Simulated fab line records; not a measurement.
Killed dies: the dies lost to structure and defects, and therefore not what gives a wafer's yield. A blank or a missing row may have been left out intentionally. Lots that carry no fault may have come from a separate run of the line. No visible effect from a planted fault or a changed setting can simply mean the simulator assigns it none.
fab line records -- flow n5-finfet
record: lots: 5, wafers: 15, last-day: 18
route steps=1938 shown MOL_CONTACT_COAG@604 BEOL_M4@1111
lots with no fault: from the same line, run without faults
start-h: hours from the record's opening day to when the first of the lot's shown wafers began -- wait-h: hours elapsed since this lot's preceding step -- " repeats the value in the row above -- L1.1+2: a row that stands for several wafers -- - either no value or no given start -- * or withheld: withheld -- < > ~ a bound
route shown NAME@n: NAME is a module with steps in the file, n the number in the route of the first one -- usual: mean and standard deviation over wafers with no fault -- same: alike in all rows -- chamber/n: place in a boat -- sites: the reading at each site -- _std_site: their standard deviation -- _edge_site: mean of outer sites minus mean of inner sites -- radius-mm: for every site, how far away it sits from the centre of the wafer -- mask NAME#n: copy n -- behind: the most recent tool/chamber to have shaped the wafer -- hold: the reason the lot was held/the length of the hold in hours/how it ended -- device: transistor that didn't switch, given as n, p or np -- end of line: tests of these same wafers at the route's end -- a step given without rows: its recipe and nothing more -- killed: count of dies lost to structure and defects at first sort (not the wafer's yield) -- map: the dies of a wafer, with x for killed, . for not killed, _ for no die there
set.NAME: setting as actually run; set.NAME@STEP: the setting as run at that earlier step -- model.NAME: the simulator's own value behind a step, which no gauge read
lots seen at some steps along the route; tables by step, rows by wafer
services: from which hour (start-h, from the record's first day; less than 0 if before it) a tool's chamber was out of use, for how many hours, and why
== steps ==
step: N5_MOL_CONTACT_COAG_INSPECT_42
recipe: mode: adi, inspect-instrument: brightfield
usual: raw-defect-count: 203/56
lot.wafer,tool,chamber,start-h,wait-h,raw-defect-count
L754.1,defect-inspect-02,-,102.83,0.1,143
L754.4,defect-inspect-02,-,102.83,0.1,137
L754.5,defect-inspect-02,-,102.83,0.1,128
L758.1,defect-inspect-02,-,123.18,0.1,192
L758.4,defect-inspect-02,-,123.18,0.1,277
L758.5,defect-inspect-02,-,123.18,0.1,226
L764.1,defect-inspect-01,-,154.25,0.1,195
L764.2,defect-inspect-01,-,154.25,0.1,167
L764.5,defect-inspect-01,-,154.25,0.1,156
L773.1,defect-inspect-02,-,213.79,0.1,144
L773.3,defect-inspect-02,-,213.79,0.1,164
L773.5,defect-inspect-02,-,213.79,0.1,258
L775.2,defect-inspect-01,-,228.79,0.0,157
L775.4,defect-inspect-01,-,228.79,0.0,180
L775.5,defect-inspect-01,-,228.79,0.0,123
step: N5_MOL_CONTACT_COAG_DESCUM_45
recipe: chemistry: O2, time-s: 7, source-power-w: 50, bias-power-w: 20, pressure-mtorr: 20, rf-frequency-hz: 2.712e+07, temp-c: 40, resist: CAR-EUV, o2-flow-sccm: 225
step: N5_MOL_CONTACT_COAG_ETCH_65
recipe: chemistry: N2/H2, target: underlayer, target-depth-a: 130, mask-material: CAR-EUV, time-s: 10.4, ion-energy-ev: 200, pressure-mtorr: 30, source-w: 840, bias-w: 150, n2-flow-sccm: 200, h2-flow-sccm: 200, ends: cleared
usual: drypump-motor-current-A: 5.8/0.47, etch-rf-on-time-s: 10.39/0.17, h2-flow-sccm: 200.0/0.66, oes-product-au: 0.70/0.077, rf-vpp-V: 524.6/2.6, showerhead-plenum-p-Torr: 2.58/0.09, throttle-valve-pct: 17.77/0.24
lot.wafer,tool,chamber,start-h,wait-h,drypump-motor-current-A,etch-rf-on-time-s,h2-flow-sccm,oes-product-au,rf-hours-counter-h,rf-vpp-V,showerhead-plenum-p-Torr,throttle-valve-pct
L754.1,rie-diel-05,3,102.90,0.0,5.2,10.26,199.6,0.81,9,528.8,2.73,17.71
L754.4,rie-diel-05,1,102.90,0.0,5.7,10.17,200.5,0.77,19,522.3,2.49,17.83
L754.5,rie-diel-05,2,102.90,0.0,6.6,10.55,198.9,0.61,-,525.8,2.65,18.26
L758.1,rie-diel-02,2,123.35,0.0,6.2,10.65,198.4,0.71,58,528.8,2.68,17.49
L758.4,rie-diel-02,0,123.35,0.0,5.8,10.53,200.1,0.63,-,522.0,2.42,17.78
L758.5,rie-diel-02,2,123.35,0.0,6.2,10.65,199.5,0.72,-,527.8,2.67,17.50
L764.1,rie-diel-02,3,154.95,0.0,5.7,10.31,199.5,0.80,8,525.9,2.60,17.46
L764.2,rie-diel-02,0,154.95,0.0,5.8,10.38,199.3,0.63,182,519.7,2.42,17.80
L764.5,rie-diel-02,2,154.95,0.0,6.2,10.67,199.7,0.70,-,528.1,2.67,17.52
L773.1,rie-diel-02,3,213.86,0.0,5.7,10.26,201.4,0.75,28,525.8,2.59,17.51
L773.3,rie-diel-02,0,213.86,0.0,5.8,10.44,199.9,0.61,204,518.9,2.41,17.84
L773.5,rie-diel-02,2,213.86,0.0,6.2,10.47,200.4,0.68,-,527.3,2.66,17.55
L775.2,rie-diel-02,2,228.86,0.0,6.2,10.53,200.9,0.68,96,528.5,2.66,17.55
L775.4,rie-diel-02,1,228.86,0.0,5.2,10.47,199.7,0.72,73,526.4,2.58,17.78
L775.5,rie-diel-02,0,228.86,0.0,5.8,10.45,199.7,0.61,-,520.1,2.41,17.85
step: N5_MOL_CONTACT_COAG_ETCH_66
recipe: chemistry: CF4, target: SiARC, target-depth-a: 130, mask-material: CAR-EUV, time-s: 21.7, ion-energy-ev: 80, pressure-mtorr: 40, source-w: 545, bias-w: 36, Ar_flow_sccm: 100, cf4-flow-sccm: 100, ends: cleared
usual: drypump-motor-current-A: 5.8/0.46, etch-rf-on-time-s: 21.6/0.33, oes-product-au: 0.70/0.078, rf-vpp-V: 184.3/1.3, showerhead-plenum-p-Torr: 2.16/0.071, throttle-valve-pct: 15.51/0.23
lot.wafer,tool,chamber,start-h,wait-h,drypump-motor-current-A,etch-rf-on-time-s,oes-product-au,rf-hours-counter-h,rf-vpp-V,showerhead-plenum-p-Torr,throttle-valve-pct
L754.1,rie-diel-05,3,102.92,0.0,5.2,21.4,0.81,9,185.2,2.29,15.47
L754.4,rie-diel-05,1,102.92,0.0,5.6,21.2,0.78,19,182.5,2.10,15.51
L754.5,rie-diel-05,2,102.92,0.0,6.6,22.0,0.60,-,185.2,2.22,15.99
L758.1,rie-diel-02,2,123.37,0.0,6.2,21.7,0.71,58,186.1,2.25,15.29
L758.4,rie-diel-02,0,123.37,0.0,5.8,21.9,0.63,-,184.0,2.05,15.56
L758.5,rie-diel-02,2,123.37,0.0,6.2,21.9,0.72,-,184.4,2.25,15.30
L764.1,rie-diel-02,3,154.97,0.0,5.7,21.7,0.79,8,181.8,2.19,15.17
L764.2,rie-diel-02,0,154.97,0.0,5.8,22.0,0.62,182,181.7,2.04,15.57
L764.5,rie-diel-02,2,154.97,0.0,6.2,21.9,0.70,-,183.9,2.24,15.32
L773.1,rie-diel-02,3,213.88,0.0,5.7,21.6,0.75,28,183.0,2.18,15.20
L773.3,rie-diel-02,0,213.88,0.0,5.8,22.0,0.62,204,182.9,2.04,15.62
L773.5,rie-diel-02,2,213.88,0.0,6.2,21.6,0.69,-,185.4,2.23,15.36
L775.2,rie-diel-02,2,228.87,0.0,6.2,21.7,0.67,96,185.2,2.23,15.37
L775.4,rie-diel-02,1,228.87,0.0,5.2,22.0,0.70,73,183.9,2.16,15.50
L775.5,rie-diel-02,0,228.87,0.0,5.8,22.3,0.61,-,182.7,2.04,15.63
step: N5_MOL_CONTACT_COAG_ALD_133
recipe: material: SiO2, target-thk-a: 50, temp-c: 100, ald-precursor-family: BDEAS, ald-co-reactant: O2-plasma, pulse-time-s: 1, co-reactant-pulse-time-s: 1, purge-time-s: 2, co-reactant-purge-time-s: 2, ald-cycles: 35, pressure-torr: 2
usual: heater-power-w: 72/5.9, precursor-pulse-height-rel: 1.002/0.019
lot.wafer,tool,chamber,start-h,wait-h,heater-power-w,precursor-pulse-height-rel
L754.1,ald-sin-02,1,103.00,0.1,69,1.000
L754.4,ald-sin-02,0,103.00,0.1,70,0.985
L754.5,ald-sin-02,2,103.00,0.1,66,0.987
L758.1,ald-sin-02,2,123.45,0.1,68,1.013
L758.4,ald-sin-02,0,123.45,0.1,73,0.978
L758.5,ald-sin-02,0,123.45,0.1,72,0.982
L764.1,ald-sin-01,1,155.05,0.1,79,0.975
L764.2,ald-sin-01,3,155.05,0.1,84,1.006
L764.5,ald-sin-01,3,155.05,0.1,83,0.994
L773.1,ald-sin-02,3,213.96,0.1,71,1.008
L773.3,ald-sin-02,2,213.96,0.1,67,0.990
L773.5,ald-sin-02,3,213.96,0.1,70,1.029
L775.2,ald-sin-04,1,228.96,0.1,74,1.027
L775.4,ald-sin-04,2,228.96,0.1,71,0.994
L775.5,ald-sin-04,3,228.96,0.1,75,1.018
step: N5_MOL_CONTACT_COAG_ETCHBACK_134
recipe: chemistry: CHF3, target: SiO2, target-depth-a: 100, time-s: 6.7, ion-energy-ev: 200, pressure-mtorr: 30, source-w: 610, bias-w: 170, Ar_flow_sccm: 200, CHF3_flow_sccm: 50
usual: drypump-motor-current-A: 5.8/0.47, oes-product-au: 0.82/0.092, rf-vpp-V: 526/9.7, showerhead-plenum-p-Torr: 2.39/0.074, throttle-valve-pct: 18.61/0.21
lot.wafer,tool,chamber,start-h,wait-h,drypump-motor-current-A,oes-product-au,rf-hours-counter-h,rf-vpp-V,showerhead-plenum-p-Torr,throttle-valve-pct
L754.1,rie-diel-05,3,103.18,0.1,5.2,0.95,9,526,2.54,18.54
L754.4,rie-diel-05,2,103.18,0.1,6.6,0.71,215,514,2.46,19.07
L754.5,rie-diel-05,1,103.18,0.1,5.6,0.91,-,524,2.33,18.62
L758.1,rie-diel-04,0,123.63,0.1,5.2,0.67,243,545,2.34,18.51
L758.4,rie-diel-04,2,123.63,0.1,5.7,0.72,220,528,2.35,18.84
L758.5,rie-diel-04,0,123.63,0.1,5.2,0.68,-,543,2.34,18.51
L764.1,rie-diel-05,2,155.26,0.1,6.5,0.69,233,517,2.46,19.08
L764.2,rie-diel-05,3,155.26,0.1,5.2,0.90,27,527,2.53,18.57
L764.5,rie-diel-05,1,155.26,0.1,5.6,0.87,-,524,2.32,18.64
L773.1,rie-diel-02,2,214.13,0.1,6.2,0.80,90,508,2.48,18.48
L773.3,rie-diel-02,1,214.13,0.1,5.2,0.84,68,525,2.40,18.55
L773.5,rie-diel-02,2,214.13,0.1,6.2,0.80,-,510,2.48,18.45
L775.2,rie-diel-04,1,229.13,0.1,5.4,0.86,56,531,2.41,18.54
L775.4,rie-diel-04,3,229.13,0.1,6.5,0.70,-,527,2.43,18.72
L775.5,rie-diel-04,0,229.13,0.1,5.2,0.92,-,544,2.33,18.16
step: N5_MOL_CONTACT_COAG_ETCH_67
recipe: chemistry: N2/H2, target: SOC, target-depth-a: 600, overetch-a: 210, mask-material: SiARC, temp-c: 40, time-s: 101.2, ion-energy-ev: 200, pressure-mtorr: 30, source-w: 840, bias-w: 150, n2-flow-sccm: 200, h2-flow-sccm: 200
step: N5_MOL_CONTACT_COAG_STRIP_68
recipe: chemistry: N2/H2, temp-c: 40, n2-flow-sccm: 200, h2-flow-sccm: 200, rf-frequency-hz: 6e+07
step: N5_MOL_CONTACT_COAG_STRIP_69
recipe: chemistry: N2/H2, temp-c: 40, n2-flow-sccm: 200, h2-flow-sccm: 200, rf-frequency-hz: 6e+07
step: N5_MOL_CONTACT_COAG_ETCHBACK_136
recipe: chemistry: CHF3, target: SiO2, target-depth-a: 250, time-s: 16.7, ion-energy-ev: 200, pressure-mtorr: 30, source-w: 610, bias-w: 170, Ar_flow_sccm: 200, CHF3_flow_sccm: 50
usual: drypump-motor-current-A: 5.8/0.47, oes-product-au: 0.82/0.093, rf-vpp-V: 526/9.6, showerhead-plenum-p-Torr: 2.39/0.074, throttle-valve-pct: 18.61/0.21
lot.wafer,tool,chamber,start-h,wait-h,drypump-motor-current-A,oes-product-au,rf-hours-counter-h,rf-vpp-V,showerhead-plenum-p-Torr,throttle-valve-pct
L754.1,rie-diel-05,3,103.30,0.0,5.2,0.95,9,528,2.54,18.54
L754.4,rie-diel-05,2,103.30,0.0,6.5,0.71,215,516,2.46,19.07
L754.5,rie-diel-05,1,103.30,0.0,5.6,0.90,-,523,2.32,18.63
L758.1,rie-diel-04,0,123.75,0.0,5.2,0.67,243,542,2.34,18.52
L758.4,rie-diel-04,2,123.75,0.0,5.7,0.71,220,527,2.35,18.85
L758.5,rie-diel-04,0,123.75,0.0,5.2,0.67,-,543,2.34,18.52
L764.1,rie-diel-05,2,155.38,0.0,6.6,0.69,233,516,2.46,19.09
L764.2,rie-diel-05,3,155.38,0.0,5.2,0.90,27,527,2.53,18.58
L764.5,rie-diel-05,1,155.38,0.0,5.6,0.87,-,523,2.32,18.63
L773.1,rie-diel-02,2,214.26,0.0,6.1,0.80,90,508,2.48,18.45
L773.3,rie-diel-02,1,214.26,0.0,5.2,0.84,68,523,2.40,18.56
L773.5,rie-diel-02,2,214.26,0.0,6.2,0.80,-,510,2.48,18.45
L775.2,rie-diel-04,1,229.26,0.0,5.4,0.86,56,532,2.41,18.54
L775.4,rie-diel-04,3,229.26,0.0,6.5,0.70,-,526,2.43,18.70
L775.5,rie-diel-04,0,229.26,0.0,5.2,0.92,-,543,2.33,18.15
step: N5_MOL_CONTACT_COAG_STRIP_120
recipe: chemistry: CHF3, resist: SiARC, rf-frequency-hz: 6e+07
step: N5_MOL_CONTACT_COAG_VIA_ETCH_117
recipe: chemistry: C4F6/O2, target-depth-a: 400, overetch-a: 80, mask-material: SOC, target: SiO2, bias-w: 455, pressure-mtorr: 10, time-s: 26, source-w: 325, Ar_flow_sccm: 300, C4F6_flow_sccm: 10, O2_flow_sccm: 10, ion-energy-ev: 575.3, ends: end-point
step: N5_MOL_CONTACT_COAG_ETCH_124
recipe: chemistry: CH3F/O2, target: SiNx, target-depth-a: 65, mask-material: SOC, stop-on: SiOC, over-etch-frac: 0.3, ion-energy-ev: 120, pressure-mtorr: 30, source-w: 395, bias-w: 73, Ar_flow_sccm: 150, CH3F_flow_sccm: 30, O2_flow_sccm: 20, ends: end-point
usual: drypump-motor-current-A: 5.8/0.47, oes-product-au: 0.70/0.074, over-etch-frac: 0.3/0, rf-vpp-V: 299/5.3, showerhead-plenum-p-Torr: 2.01/0.065, throttle-valve-pct: 16.21/0.23
lot.wafer,tool,chamber,start-h,wait-h,drypump-motor-current-A,oes-product-au,over-etch-frac,rf-hours-counter-h,rf-vpp-V,showerhead-plenum-p-Torr,throttle-valve-pct,model.SOC_of_MOL_CONTACT_COAG_COAT_62.thk-nm
L754.1,rie-diel-05,3,103.36,0.0,5.2,0.81,0.3,9,300,2.14,16.11,48.2
L754.4,rie-diel-05,2,103.36,0.0,6.6,0.61,0.3,215,292,2.07,16.68,48.6
L754.5,rie-diel-05,1,103.36,0.0,5.6,0.76,0.3,-,297,1.95,16.20,48.2
L758.1,rie-diel-04,0,123.82,0.0,5.2,0.57,0.3,243,307,1.96,16.12,48.4
L758.4,rie-diel-04,2,123.82,0.0,5.8,0.61,0.3,220,298,1.97,16.44,48.4
L758.5,rie-diel-04,0,123.82,0.0,5.2,0.58,0.3,-,308,1.96,16.13,48.6
L764.1,rie-diel-05,2,155.44,0.0,6.5,0.59,0.3,233,293,2.07,16.71,48.8
L764.2,rie-diel-05,3,155.44,0.0,5.2,0.76,0.3,27,299,2.13,16.15,48.6
L764.5,rie-diel-05,1,155.44,0.0,5.6,0.65,0.62887,-,298,1.95,16.22,47.4
L773.1,rie-diel-02,2,214.32,0.0,6.2,0.69,0.3,90,289,2.09,16.05,48.4
L773.3,rie-diel-02,1,214.32,0.0,5.2,0.72,0.3,68,297,2.02,16.17,48.6
L773.5,rie-diel-02,2,214.32,0.0,6.2,0.69,0.3,-,289,2.09,16.05,48.6
L775.2,rie-diel-04,1,229.32,0.0,5.3,0.73,0.3,56,301,2.03,16.13,48.2
L775.4,rie-diel-04,3,229.32,0.0,6.5,0.61,0.3,-,299,2.05,16.40,48.8
L775.5,rie-diel-04,0,229.32,0.0,5.3,0.77,0.3,-,308,1.95,15.70,48.8
step: N5_MOL_CONTACT_COAG_ETCH_48
recipe: chemistry: C4F6/O2, target-depth-a: 150, overetch-a: 45, mask-material: SOC, target: SiOC, bias-w: 465, pressure-mtorr: 10, time-s: 17, source-w: 335, Ar_flow_sccm: 300, C4F6_flow_sccm: 10, O2_flow_sccm: 10, ion-energy-ev: 576
usual: drypump-motor-current-A: 5.8/0.47, oes-product-au: 0.68/0.079, rf-vpp-V: 1595/27, showerhead-plenum-p-Torr: 2.86/0.089, throttle-valve-pct: 40.45/0.27
lot.wafer,tool,chamber,start-h,wait-h,drypump-motor-current-A,oes-product-au,rf-hours-counter-h,rf-vpp-V,showerhead-plenum-p-Torr,throttle-valve-pct,model.SOC_of_MOL_CONTACT_COAG_COAT_62.thk-nm
L754.1,rie-diel-05,3,103.40,0.0,5.2,0.67,10,1599,3.03,40.60,45.6
L754.4,rie-diel-05,2,103.40,0.0,6.5,0.56,215,1567,2.94,40.70,46
L754.5,rie-diel-05,1,103.40,0.0,5.6,0.67,-,1588,2.77,40.67,45.4
L758.1,rie-diel-04,0,123.86,0.0,5.2,0.57,244,1641,2.79,40.06,45.8
L758.4,rie-diel-04,2,123.86,0.0,5.7,0.63,220,1595,2.80,40.54,45.6
L758.5,rie-diel-04,0,123.86,0.0,5.2,0.56,-,1638,2.79,40.05,46
L764.1,rie-diel-05,2,155.48,0.0,6.5,0.61,233,1566,2.93,40.72,46.2
L764.2,rie-diel-05,3,155.48,0.0,5.2,0.74,27,1599,3.02,40.67,46
L764.5,rie-diel-05,1,155.48,0.0,5.6,0.75,-,1586,2.77,40.71,44.8
L773.1,rie-diel-02,2,214.36,0.0,6.2,0.60,90,1544,2.96,40.08,46
L773.3,rie-diel-02,1,214.36,0.0,5.3,0.75,68,1587,2.86,39.96,46
L773.5,rie-diel-02,2,214.36,0.0,6.2,0.63,-,1544,2.96,40.10,46
L775.2,rie-diel-04,1,229.36,0.0,5.3,0.66,56,1607,2.87,40.30,45.4
L775.4,rie-diel-04,3,229.36,0.0,6.5,0.58,-,1597,2.90,40.77,46
L775.5,rie-diel-04,0,229.36,0.0,5.2,0.69,-,1639,2.78,40.05,46
step: N5_MOL_CONTACT_COAG_STRIP_72
recipe: chemistry: N2/H2, power-w: 450, temp-c: 40, pressure-mtorr: 20, rf-frequency-hz: 6e+07, overash-fraction: 3, bias-power-w: 7, h2-frac: 0.5, n2-flow-sccm: 200, h2-flow-sccm: 200
step: N5_BEOL_M4_RC_MEAS_101
usual: DIBL_N: 36.2/1.6, DIBL_P: 36.5/1.9, IOFF_N: 0.158/0.027, IOFF_P: 0.21/0.038, ION_N: 675/12, ION_P: 464/8.9, SS_N: 71.5/0.61, SS_P: 73.4/0.59, VT_N: 250.4/3, VT_P: -250/3.6
lot.wafer,tool,chamber,start-h,wait-h,DIBL_N[mV/V],DIBL_P[mV/V],IOFF_N[nA/um],IOFF_P[nA/um],ION_N[uA/um],ION_P[uA/um],SS_N[mV/dec],SS_P[mV/dec],VT_N[mV],VT_P[mV]
L754.1,prober-02,0,167.19,0.0,36.5,37.6,0.160,0.24,673,467,72.0,73.2,250.8,-250
L754.4,prober-02,0,167.19,0.0,36.1,37.2,0.158,0.22,674,460,70.8,73.3,249.6,-251
L754.5,prober-02,0,167.19,0.0,35.6,36.8,0.149,0.21,672,464,71.8,72.6,252.1,-249
L758.1,prober-02,0,185.89,0.0,33.6,32.2,0.115,0.14,648,443,71.4,72.3,255.8,-256
L758.4,prober-02,0,185.89,0.0,34.8,34.9,0.135,0.18,660,455,71.9,72.5,251.2,-254
L758.5,prober-02,0,185.89,0.0,33.9,33.5,0.119,0.16,656,445,71.4,72.9,254.5,-256
L764.1,prober-01,0,217.14,0.0,35.5,36.4,0.158,0.21,680,466,71.2,73.9,246.9,-249
L764.2,prober-01,0,217.14,0.0,35.6,35.0,0.150,0.19,670,462,71.5,73.3,250.5,-250
L764.5,prober-01,0,217.14,0.0,34.7,35.9,0.143,0.20,681,469,71.5,73.5,249.4,-252
L773.1,prober-01,0,276.71,0.0,34.3,37.1,0.136,0.19,670,464,72.5,73.1,254.0,-254
L773.3,prober-01,0,276.71,0.0,34.1,36.9,0.137,0.19,671,462,71.9,73.8,251.3,-252
L773.5,prober-01,0,276.71,0.0,36.8,39.9,0.192,0.25,683,470,72.1,73.9,249.9,-249
L775.2,prober-02,0,302.73,0.2,36.4,36.0,0.164,0.18,670,446,71.3,72.3,248.3,-250
L775.4,prober-02,0,302.73,0.2,36.4,36.8,0.172,0.21,681,463,71.4,72.8,247.4,-251
L775.5,prober-02,0,302.73,0.2,35.2,35.0,0.146,0.17,661,454,71.2,72.1,250.7,-253
== services ==
tool,chamber,start-h,hours,kind
rie-diel-05,0,81.23,-,clean
rie-diel-05,0,81.23,-,consumable-replace:focus-ring
rie-diel-05,0,81.23,18.0,scheduled-down
rie-diel-05,0,81.23,18.0,vent-cycle
ald-sin-02,-,85.25,14.0,pm
ald-sin-01,1,92.58,4.3,repair
rie-diel-02,-,93.56,0.3,repair
ald-sin-04,-,112.99,6.1,pm
rie-diel-02,3,113.81,-,clean
rie-diel-02,3,113.81,-,consumable-replace:focus-ring
rie-diel-04,0,163.15,-,clean
rie-diel-04,0,163.15,-,consumable-replace:focus-ring
rie-diel-04,0,163.15,21.2,scheduled-down
rie-diel-04,2,165.46,6.9,repair
ald-sin-01,-,178.05,14.0,pm
rie-diel-05,2,206.62,-,clean
rie-diel-05,2,206.62,-,consumable-replace:focus-ring
rie-diel-05,2,206.62,23.4,scheduled-down
rie-diel-05,2,206.62,23.4,vent-cycle
ald-sin-04,-,210.37,2.8,pm
rie-diel-04,0,212.51,4.9,repair
rie-diel-04,2,214.43,1.4,repair
ald-sin-04,-,219.39,0.8,repair
ald-sin-01,2,226.88,7.2,repair
== key ==
first-sign: step: N5_MOL_CONTACT_COAG_ETCH_124, reading: over-etch-frac, direction: up, sigmas: 99+, usual: 0.3, struck: 0.62887
effect none on later readings
model-effect: step: N5_MOL_CONTACT_COAG_ETCH_124, value: SOC_of_MOL_CONTACT_COAG_COAT_62.thk-nm, without: 48.2, struck: 47.4
model-effect: step: N5_MOL_CONTACT_COAG_ETCH_48, value: SOC_of_MOL_CONTACT_COAG_COAT_62.thk-nm, without: 45.6, struck: 44.8
met-at N5_MOL_CONTACT_COAG_ETCH_124
struck-wafers L764.5
onset-between 103.36 155.44
fault: kind: process-parameter-drift, tool: rie-diel-05, chamber: 1, onset-h: 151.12, steps: N5_MOL_CONTACT_COAG_ETCH_124, channel: over-etch-frac, offset: 0.32887, shape: step, end-h: 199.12, acts-in: these-recipes-only, stated: 0.3
